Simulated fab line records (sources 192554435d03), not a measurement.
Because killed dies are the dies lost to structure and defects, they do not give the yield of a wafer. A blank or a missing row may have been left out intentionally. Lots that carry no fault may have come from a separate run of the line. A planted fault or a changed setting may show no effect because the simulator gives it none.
Chamber matching    flow n5 finfet    4 sister chambers for N5_BEOL_M11_DESCUM_33 on rie diel-01
The step chemistry O2, time 7.9 s. 4 wafers are shown with their chamber, then 10 later ones without.

== EACH WAFER AND ITS CHAMBER ==
wafer   chamber  drypump motor current A (A)
L093.1  1        5.5
L093.2  0        6.8
L093.4  3        5.3
L093.5  2        5.4

== WAFERS WITHOUT THEIR CHAMBER ==
wafer   drypump motor current A (A)
L093.6  5.2
L094.2  5.5
L094.3  5.3
L094.5  5.3
L096.2  5.5
L096.3  5.2
L096.6  5.2
L097.1  5.4
L097.3  5.2
L097.4  6.8

== WHICH CHAMBER EACH ONE RAN IN ==
wafer   from the rows above           in truth
L093.6  can't be placed: 3 or 2       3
L094.2  can't be placed: 1 or 2       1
L094.3  can't be placed: 3 or 2       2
L094.5  can't be placed: 3 or 2       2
L096.2  can't be placed: 1 or 2       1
L096.3  can't be placed: 3 or 2       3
L096.6  can't be placed: 3 or 2       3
L097.1  can't be placed: 2 or 1 or 3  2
L097.3  can't be placed: 3 or 2       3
L097.4  0                             0
1 of 10 placed correctly. These rows do not allow placing 9 (true chamber among the candidates in 9). 0 placed wrongly.
How it was worked out, from the rows above alone: a wafer's distance from a chamber is the root of the sum, over the readings, of the square of ((its reading less the chamber's mean) divided by the reading's scatter). If the next closest chamber is less than 2 further off than the closest, the wafer can't be placed; otherwise it belongs to the closest. Each chamber's mean is taken over the wafers shown for it. The scatter: root of mean squared gap, hidden wafer to nearest shown wafer, with one shown wafer a chamber.
